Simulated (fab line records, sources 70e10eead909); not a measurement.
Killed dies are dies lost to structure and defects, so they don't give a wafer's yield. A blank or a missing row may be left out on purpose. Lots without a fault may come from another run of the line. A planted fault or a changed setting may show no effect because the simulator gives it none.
Chamber matching | flow nand_harc | NHARC_P_GATE_DESCUM_93 on rie_diel-12: 4 sister chambers
The step chemistry O2, time 3 s. 20 wafers are shown with their chamber, then 10 later ones without.

WAFERS WITH THEIR CHAMBER
wafer  | chamber | showerhead_plenum_p_Torr (Torr) | drypump_motor_current_A (A) | oes_product_au (a.u.)
L074.2 | 2       | 2.05                            | 6.3                         | 1.004
L074.5 | 3       | 1.99                            | 5.4                         | 1.013
L074.6 | 2       | 2.05                            | 6.3                         | 1.002
L078.1 | 2       | 2.05                            | 6.3                         | 1.003
L078.5 | 3       | 1.99                            | 5.3                         | 1.010
L078.6 | 0       | 1.78                            | 5.5                         | 0.992
L082.1 | 2       | 2.05                            | 6.3                         | 0.993
L082.4 | 1       | 1.87                            | 6.6                         | 0.998
L082.6 | 3       | 1.98                            | 5.3                         | 1.016
L081.1 | 3       | 1.98                            | 5.3                         | 1.030
L081.4 | 2       | 2.05                            | 6.3                         | 0.994
L081.6 | 2       | 2.05                            | 6.3                         | 0.998
L083.1 | 0       | 1.78                            | 5.5                         | 0.992
L083.2 | 2       | 2.05                            | 6.2                         | 1.001
L083.5 | 2       | 2.05                            | 6.2                         | 0.991
L085.1 | 3       | 1.98                            | 5.4                         | 1.023
L085.5 | 1       | 1.87                            | 6.6                         | 1.002
L085.6 | 0       | 1.78                            | 5.5                         | 0.989
L087.3 | 0       | 1.78                            | 5.5                         | 0.998
L087.5 | 0       | 1.78                            | 5.4                         | 0.994

SIGNATURES (means of the wafers above)
reading                  | chamber 0 | chamber 1 | chamber 2 | chamber 3 | scatter within a chamber
showerhead_plenum_p_Torr | 1.7800    | 1.8700    | 2.0500    | 1.9840    | 0.00274
drypump_motor_current_A  | 5.480     | 6.600     | 6.275     | 5.340     | 0.0468
oes_product_au           | 0.99300   | 1.00000   | 0.99825   | 1.01840   | 0.00553
Rule: a wafer's distance from a chamber is the root of the sum, over the readings, of the square of ((its reading less the chamber's mean) divided by the reading's scatter). The wafer belongs to the nearest chamber; if the next one is less than 2 further off, it can't be placed. The scatter: the root of (the sum of the squares of (reading less its chamber's mean) over the shown wafers, divided by (wafers less chambers)).

WAFERS WITHOUT THEIR CHAMBER
wafer  | showerhead_plenum_p_Torr (Torr) | drypump_motor_current_A (A) | oes_product_au (a.u.)
L087.6 | 1.98                            | 5.3                         | 1.004
L088.1 | 1.87                            | 6.6                         | 0.999
L088.2 | 2.05                            | 6.3                         | 0.986
L088.4 | 1.78                            | 5.4                         | 0.994
L089.1 | 2.05                            | 6.3                         | 0.996
L089.2 | 1.98                            | 5.4                         | 1.014
L089.5 | 1.78                            | 5.4                         | 0.990
L092.1 | 2.05                            | 6.3                         | 0.990
L092.2 | 1.98                            | 5.4                         | 1.003
L092.4 | 1.87                            | 6.6                         | 1.006

WHICH CHAMBER EACH WENT THROUGH
wafer  | from the rows above | in truth
L087.6 | 3                   | 3
L088.1 | 1                   | 1
L088.2 | 2                   | 2
L088.4 | 0                   | 0
L089.1 | 2                   | 2
L089.2 | 3                   | 3
L089.5 | 0                   | 0
L092.1 | 2                   | 2
L092.2 | 3                   | 3
L092.4 | 1                   | 1
Placed correctly: 10 of 10. Can't be placed from these rows: 0. Placed wrongly: 0.
